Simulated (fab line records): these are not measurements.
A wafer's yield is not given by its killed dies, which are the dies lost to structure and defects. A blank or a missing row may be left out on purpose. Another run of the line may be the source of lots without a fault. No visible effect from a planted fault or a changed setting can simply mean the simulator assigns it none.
Matching of chambers -- flow nand-harc -- NHARC_THIN_TSV_DESCUM_14 on rie-diel-11 has 4 sister chambers
The step chemistry O2, time 3 s. 4 wafers are shown with their chamber, then 7 later ones without.

## WAFERS PAIRED WITH THEIR CHAMBERS
wafer,chamber,drypump-motor-current-A (A)
L485.5,0,6.4
L493.4,1,6.6
L502.1,3,5.3
L502.2,2,5.9

## WAFERS WITH NO CHAMBER GIVEN
wafer,drypump-motor-current-A (A)
L502.4,6.3
L503.3,6.4
L503.5,6.4
L503.6,6.6
L507.1,5.4
L507.2,6.0
L507.4,6.4

## EACH ONE'S CHAMBER
wafer,from the rows above,in truth
L502.4,0,0
L503.3,0,0
L503.5,0,0
L503.6,1,1
L507.1,3,3
L507.2,2,2
L507.4,0,0
Correctly placed: 7 of 7. From these rows, 0 cannot be placed. 0 placed wrongly.
How it was worked out, from the rows above alone: a wafer's distance from a chamber is the root of the sum, over the readings, of the square of ((its reading less the chamber's mean) divided by the reading's scatter). The wafer belongs to the nearest chamber; if the next one is less than 2 further off, it can't be placed. For every chamber, the mean is computed from those of its wafers that are shown. The scatter (one wafer shown for each chamber): square how far every hidden wafer sits from the nearest shown wafer, average those squares and take the square root.
